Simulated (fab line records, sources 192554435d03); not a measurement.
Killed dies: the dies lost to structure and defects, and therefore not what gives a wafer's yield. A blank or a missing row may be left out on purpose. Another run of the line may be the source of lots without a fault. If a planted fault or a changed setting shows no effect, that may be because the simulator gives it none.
Which tool did it? || flow n5Finfet || Sampling: 9 lots, 27 wafers, 6 of 1938 route steps

== WHAT THE GAUGES SHOWED, per wafer ==
N5_BEOL_M4_RC_MEAS_101. Usual: DIBL_N 36.3 mV/V, standard deviation 1.2; DIBL_P 36.3 mV/V, standard deviation 1.4; IOFF_N 0.157 nA/um, standard deviation 0.02; IOFF_P 0.22 nA/um, standard deviation 0.033; ION_N 675 uA/um, standard deviation 9.6; ION_P 465 uA/um, standard deviation 8.2; SS_N 71.4 mV/dec, standard deviation 0.45; SS_P 73.3 mV/dec, standard deviation 0.54; VT_N 249.8 mV, standard deviation 2.5; VT_P -249 mV, standard deviation 3.2.
{"lot": "L451", "measured": "day 8 02:21", "on": "prober-01", "DIBL_N (mV/V)": "37.2 36.6 35.3", "DIBL_P (mV/V)": "38.5 37.3 36.4", "IOFF_N (nA/um)": "0.169 0.150 0.137", "IOFF_P (nA/um)": "0.23 0.21 0.20", "ION_N (uA/um)": "681 676 661", "ION_P (uA/um)": "466 467 457", "SS_N (mV/dec)": "71.4 71.6 71.5", "SS_P (mV/dec)": "72.8 72.7 73.0", "VT_N (mV)": "246.2 249.8 251.9", "VT_P (mV)": "-249 -251 -252", "flag": ""}
{"lot": "L456", "measured": "day 10 15:31", "on": "prober-02", "DIBL_N (mV/V)": "37.3 37.8 36.0", "DIBL_P (mV/V)": "37.8 38.3 35.7", "IOFF_N (nA/um)": "0.178 0.186 0.139", "IOFF_P (nA/um)": "0.22 0.24 0.19", "ION_N (uA/um)": "683 679 670", "ION_P (uA/um)": "471 472 463", "SS_N (mV/dec)": "72.2 72.5 71.3", "SS_P (mV/dec)": "72.9 73.4 72.7", "VT_N (mV)": "244.7 248.3 251.5", "VT_P (mV)": "-250 -250 -252", "flag": ""}
{"lot": "L459", "measured": "day 11 08:04", "on": "prober-01", "DIBL_N (mV/V)": "37.8 37.8 37.6", "DIBL_P (mV/V)": "36.3 36.7 35.7", "IOFF_N (nA/um)": "0.164 0.176 0.170", "IOFF_P (nA/um)": "0.23 0.25 0.23", "ION_N (uA/um)": "671 688 684", "ION_P (uA/um)": "462 474 472", "SS_N (mV/dec)": "72.0 71.1 71.6", "SS_P (mV/dec)": "73.7 73.4 73.5", "VT_N (mV)": "251.0 247.2 248.2", "VT_P (mV)": "-246 -245 -247", "flag": ""}
{"lot": "L465", "measured": "day 12 12:53", "on": "prober-02", "DIBL_N (mV/V)": "37.1 36.4 34.7", "DIBL_P (mV/V)": "37.0 36.4 34.0", "IOFF_N (nA/um)": "0.156 0.154 0.120", "IOFF_P (nA/um)": "0.22 0.21 0.18", "ION_N (uA/um)": "666 671 660", "ION_P (uA/um)": "459 457 453", "SS_N (mV/dec)": "71.4 72.1 70.6", "SS_P (mV/dec)": "74.0 73.0 73.4", "VT_N (mV)": "250.1 252.0 254.0", "VT_P (mV)": "-249 -251 -253", "flag": ""}
{"lot": "L468", "measured": "day 13 11:38", "on": "prober-02", "DIBL_N (mV/V)": "35.0 35.3 34.5", "DIBL_P (mV/V)": "35.0 35.0 33.3", "IOFF_N (nA/um)": "0.143 0.149 0.137", "IOFF_P (nA/um)": "0.25 0.23 0.21", "ION_N (uA/um)": "674 677 687", "ION_P (uA/um)": "464 472 473", "SS_N (mV/dec)": "72.2 71.7 71.4", "SS_P (mV/dec)": "73.6 73.6 73.2", "VT_N (mV)": "251.8 252.1 250.9", "VT_P (mV)": "-248 -247 -248", "flag": ""}
{"lot": "L469", "measured": "day 13 11:45", "on": "prober-01", "DIBL_N (mV/V)": "35.0 35.9 35.8", "DIBL_P (mV/V)": "33.2 34.8 34.6", "IOFF_N (nA/um)": "0.123 0.141 0.130", "IOFF_P (nA/um)": "0.15 0.17 0.17", "ION_N (uA/um)": "654 665 650", "ION_P (uA/um)": "443 450 442", "SS_N (mV/dec)": "70.7 71.5 71.2", "SS_P (mV/dec)": "73.8 73.9 73.9", "VT_N (mV)": "256.3 254.5 257.1", "VT_P (mV)": "-256 -258 -256", "flag": ""}
{"lot": "L470", "measured": "day 13 12:34", "on": "prober-02", "DIBL_N (mV/V)": "35.0 35.4 34.6", "DIBL_P (mV/V)": "35.5 36.4 35.6", "IOFF_N (nA/um)": "0.126 0.127 0.115", "IOFF_P (nA/um)": "0.18 0.19 0.18", "ION_N (uA/um)": "653 661 658", "ION_P (uA/um)": "459 460 459", "SS_N (mV/dec)": "70.5 71.3 70.8", "SS_P (mV/dec)": "72.8 73.2 73.1", "VT_N (mV)": "254.0 254.7 254.7", "VT_P (mV)": "-251 -251 -252", "flag": ""}
{"lot": "L471", "measured": "day 13 20:59", "on": "prober-02", "DIBL_N (mV/V)": "38.3 37.7 38.1", "DIBL_P (mV/V)": "38.4 38.6 38.6", "IOFF_N (nA/um)": "0.206 0.195 0.199", "IOFF_P (nA/um)": "0.26 0.26 0.26", "ION_N (uA/um)": "675 675 692", "ION_P (uA/um)": "463 467 474", "SS_N (mV/dec)": "72.1 72.2 71.5", "SS_P (mV/dec)": "74.6 73.5 73.9", "VT_N (mV)": "247.8 247.5 244.4", "VT_P (mV)": "-247 -249 -245", "flag": ""}
{"lot": "L472", "measured": "day 14 03:20", "on": "prober-02", "DIBL_N (mV/V)": "37.2 37.1 35.9", "DIBL_P (mV/V)": "37.3 36.7 34.6", "IOFF_N (nA/um)": "0.186 0.174 0.154", "IOFF_P (nA/um)": "0.26 0.25 0.22", "ION_N (uA/um)": "691 683 689", "ION_P (uA/um)": "481 473 474", "SS_N (mV/dec)": "71.4 71.6 70.7", "SS_P (mV/dec)": "74.0 74.1 73.9", "VT_N (mV)": "247.1 249.6 253.2", "VT_P (mV)": "-246 -247 -250", "flag": ""}

N5_BEOL_M12_THK_MEAS_50: measures by xrf. Usual: M12_THK 323 nm, standard deviation 4.9.
{"lot": "L451", "measured": "day 11 00:05", "on": "filmMetro-02", "M12_THK (nm)": "320 318 323", "flag": ""}
{"lot": "L456", "measured": "day 13 16:44", "on": "filmMetro-02", "M12_THK (nm)": "324 324 318", "flag": ""}
{"lot": "L459", "measured": "day 14 11:04", "on": "filmMetro-01", "M12_THK (nm)": "- - -", "flag": "OFF"}
{"lot": "L465", "measured": "day 15 05:11", "on": "filmMetro-02", "M12_THK (nm)": "324 323 319", "flag": ""}
{"lot": "L468", "measured": "day 16 10:08", "on": "filmMetro-02", "M12_THK (nm)": "318 320 319", "flag": ""}
{"lot": "L469", "measured": "day 16 10:15", "on": "filmMetro-01", "M12_THK (nm)": "314 314 317", "flag": ""}
{"lot": "L470", "measured": "day 16 10:34", "on": "filmMetro-02", "M12_THK (nm)": "321 319 326", "flag": ""}
{"lot": "L471", "measured": "day 16 21:15", "on": "filmMetro-02", "M12_THK (nm)": "323 323 323", "flag": ""}
{"lot": "L472", "measured": "day 16 20:06", "on": "filmMetro-01", "M12_THK (nm)": "332 325 328", "flag": ""}

N5_BEOL_M12_RS_MEAS_54: a four-point-probe measurement. Usual: M12_RS 0.0601 ohm/sq, standard deviation 0.00083.
{"lot": "L451", "measured": "day 11 00:13", "on": "filmMetro-01", "M12_RS (ohm/sq)": "0.0602 0.0612 0.0593", "flag": ""}
{"lot": "L456", "measured": "day 13 16:52", "on": "filmMetro-02", "M12_RS (ohm/sq)": "0.0604 0.0603 0.0616", "flag": ""}
{"lot": "L459", "measured": "day 14 11:11", "on": "filmMetro-01", "M12_RS (ohm/sq)": "57.242 57.110 56.833", "flag": "OFF"}
{"lot": "L465", "measured": "day 15 05:19", "on": "filmMetro-02", "M12_RS (ohm/sq)": "0.0603 0.0606 0.0612", "flag": ""}
{"lot": "L468", "measured": "day 16 10:16", "on": "filmMetro-02", "M12_RS (ohm/sq)": "0.0606 0.0602 0.0601", "flag": ""}
{"lot": "L469", "measured": "day 16 10:22", "on": "filmMetro-01", "M12_RS (ohm/sq)": "0.0610 0.0609 0.0605", "flag": ""}
{"lot": "L470", "measured": "day 16 10:41", "on": "filmMetro-02", "M12_RS (ohm/sq)": "0.0606 0.0608 0.0600", "flag": ""}
{"lot": "L471", "measured": "day 16 21:23", "on": "filmMetro-01", "M12_RS (ohm/sq)": "0.0596 0.0598 0.0598", "flag": ""}
{"lot": "L472", "measured": "day 16 20:14", "on": "filmMetro-01", "M12_RS (ohm/sq)": "0.0584 0.0600 0.0598", "flag": ""}

N5_BEOL_M12_INSPECT_55: inspects for defects (darkfield). Usual: 73 for rawDefectCount, sd 26.
{"lot": "L451", "measured": "day 11 00:14", "on": "defectInspect-01", "rawDefectCount": "64 54 111", "flag": ""}
{"lot": "L456", "measured": "day 13 16:53", "on": "defectInspect-01", "rawDefectCount": "48 57 63", "flag": ""}
{"lot": "L459", "measured": "day 14 11:13", "on": "defectInspect-01", "rawDefectCount": "132 112 99", "flag": ""}
{"lot": "L465", "measured": "day 15 05:20", "on": "defectInspect-02", "rawDefectCount": "61 74 59", "flag": ""}
{"lot": "L468", "measured": "day 16 10:17", "on": "defectInspect-02", "rawDefectCount": "65 63 49", "flag": ""}
{"lot": "L469", "measured": "day 16 10:24", "on": "defectInspect-02", "rawDefectCount": "59 55 70", "flag": ""}
{"lot": "L470", "measured": "day 16 10:43", "on": "defectInspect-01", "rawDefectCount": "48 68 45", "flag": ""}
{"lot": "L471", "measured": "day 16 21:24", "on": "defectInspect-02", "rawDefectCount": "91 57 92", "flag": ""}
{"lot": "L472", "measured": "day 16 20:15", "on": "defectInspect-01", "rawDefectCount": "82 44 49", "flag": ""}

== EACH LOT AND THE TOOL THAT RAN IT (in order: tool; ch and the chambers of the sampled wafers; start) ==
{"lot": "L451", "N5_BEOL_M12_ETCH_67": "rieDiel-03 ch 0,1,3, day 10 21:27", "N5_BEOL_M12_ECD_47": "ecdCu-02 ch 1, day 10 23:21"}
{"lot": "L456", "N5_BEOL_M12_ETCH_67": "rieDiel-06 ch 0,1,2, day 13 12:14", "N5_BEOL_M12_ECD_47": "ecdCu-02 ch 0,1, day 13 16:00"}
{"lot": "L459", "N5_BEOL_M12_ETCH_67": "rieDiel-03 ch 0,3, day 14 07:11", "N5_BEOL_M12_ECD_47": "ecdCu-02 ch 0,1, day 14 09:38"}
{"lot": "L465", "N5_BEOL_M12_ETCH_67": "rieDiel-06 ch 0,1,3, day 15 02:35", "N5_BEOL_M12_ECD_47": "ecdCu-02 ch 0,1, day 15 04:26"}
{"lot": "L468", "N5_BEOL_M12_ETCH_67": "rieDiel-01 ch 0,1, day 16 02:43", "N5_BEOL_M12_ECD_47": "ecdCu-02 ch 0,1, day 16 09:24"}
{"lot": "L469", "N5_BEOL_M12_ETCH_67": "rieDiel-06 ch 0,1, day 16 03:33", "N5_BEOL_M12_ECD_47": "ecdCu-01 ch 0,1, day 16 09:25"}
{"lot": "L470", "N5_BEOL_M12_ETCH_67": "rieDiel-06 ch 0,1,3, day 16 06:26", "N5_BEOL_M12_ECD_47": "ecdCu-02 ch 1, day 16 09:50"}
{"lot": "L471", "N5_BEOL_M12_ETCH_67": "rieDiel-01 ch 0,1,2, day 16 17:44", "N5_BEOL_M12_ECD_47": "ecdCu-02 ch 0,1, day 16 20:11"}
{"lot": "L472", "N5_BEOL_M12_ETCH_67": "rieDiel-03 ch 0,1,2, day 16 16:58", "N5_BEOL_M12_ECD_47": "ecdCu-02 ch 0,1, day 16 19:19"}
- N5_BEOL_M12_ETCH_67: etches SiARC in CF4, target depth 143 nm, time 238.3 s.
- N5_BEOL_M12_ECD_47: material Cu, target thk 720 nm.

== WHAT THE TOOLS THEMSELVES READ (means of the sampled wafers that have a number; where no wafer has one, the mark that the record gives instead) ==
N5_BEOL_M12_ETCH_67. Usual: drypumpMotorCurrentA 5.8 A, standard deviation 0.43; etchRfOnTimeS 238 s, standard deviation 3.3; oesProductAu 0.66 a.u., standard deviation 0.054; rfVppV 184.0 V, standard deviation 1; showerheadPlenumPTorr 2.14 Torr, standard deviation 0.059; throttleValvePct 15.72 %, standard deviation 0.3.
{"lot": "L451", "tool": "rieDiel-03", "drypumpMotorCurrentA (A)": 5.6, "etchRfOnTimeS (s)": 242, "oesProductAu (a.u.)": 0.64, "rfVppV (V)": 183.7, "showerheadPlenumPTorr (Torr)": 2.16, "throttleValvePct (%)": 15.74, "flag": ""}
{"lot": "L456", "tool": "rieDiel-06", "drypumpMotorCurrentA (A)": 6.1, "etchRfOnTimeS (s)": 242, "oesProductAu (a.u.)": 0.63, "rfVppV (V)": 183.4, "showerheadPlenumPTorr (Torr)": 2.11, "throttleValvePct (%)": 15.95, "flag": ""}
{"lot": "L459", "tool": "rieDiel-03", "drypumpMotorCurrentA (A)": 5.4, "etchRfOnTimeS (s)": 238, "oesProductAu (a.u.)": 0.82, "rfVppV (V)": 185.2, "showerheadPlenumPTorr (Torr)": 2.25, "throttleValvePct (%)": 15.46, "flag": ""}
{"lot": "L465", "tool": "rieDiel-06", "drypumpMotorCurrentA (A)": 5.7, "etchRfOnTimeS (s)": 236, "oesProductAu (a.u.)": 0.65, "rfVppV (V)": 182.9, "showerheadPlenumPTorr (Torr)": 2.11, "throttleValvePct (%)": 15.75, "flag": ""}
{"lot": "L468", "tool": "rieDiel-01", "drypumpMotorCurrentA (A)": 5.5, "etchRfOnTimeS (s)": 236, "oesProductAu (a.u.)": 0.67, "rfVppV (V)": 182.9, "showerheadPlenumPTorr (Torr)": 2.10, "throttleValvePct (%)": 15.76, "flag": ""}
{"lot": "L469", "tool": "rieDiel-06", "drypumpMotorCurrentA (A)": 5.7, "etchRfOnTimeS (s)": 238, "oesProductAu (a.u.)": 0.62, "rfVppV (V)": 183.5, "showerheadPlenumPTorr (Torr)": 2.11, "throttleValvePct (%)": 15.85, "flag": ""}
{"lot": "L470", "tool": "rieDiel-06", "drypumpMotorCurrentA (A)": 5.6, "etchRfOnTimeS (s)": 236, "oesProductAu (a.u.)": 0.64, "rfVppV (V)": 183.3, "showerheadPlenumPTorr (Torr)": 2.11, "throttleValvePct (%)": 15.77, "flag": ""}
{"lot": "L471", "tool": "rieDiel-01", "drypumpMotorCurrentA (A)": 5.6, "etchRfOnTimeS (s)": 236, "oesProductAu (a.u.)": 0.72, "rfVppV (V)": 183.7, "showerheadPlenumPTorr (Torr)": 2.14, "throttleValvePct (%)": 15.60, "flag": ""}
{"lot": "L472", "tool": "rieDiel-03", "drypumpMotorCurrentA (A)": 5.8, "etchRfOnTimeS (s)": 239, "oesProductAu (a.u.)": 0.70, "rfVppV (V)": 185.4, "showerheadPlenumPTorr (Torr)": 2.22, "throttleValvePct (%)": 15.63, "flag": ""}

== THE ANSWER, worked out from the rows above alone ==
Rule: a lot is off if the mean of its wafers that have a number lies more than 3 standard deviations from the usual mean. Also off: a lot with no number at a reading for which 4 or more lots have one. Where the step has rows for the other lots, those lots are counted as sound. After the gauges, taken in route order, come the tools' own readings; for these a lot's mean is taken, as printed above. At the first step where some lot is off, the reading lying furthest off is the one used; lots without a number count as furthest.
Off: at N5_BEOL_M12_THK_MEAS_50 (M12_THK), L459. Without a number there: L459.
A tool fits if, at a process step before that reading, it ran every lot that is off, and no sound lot after the first of them. Those tools and the gauges at N5_BEOL_M12_THK_MEAS_50 are tried in the same way. Of those tried, none fits.

== WHAT THE SIMULATOR PUT IN ==
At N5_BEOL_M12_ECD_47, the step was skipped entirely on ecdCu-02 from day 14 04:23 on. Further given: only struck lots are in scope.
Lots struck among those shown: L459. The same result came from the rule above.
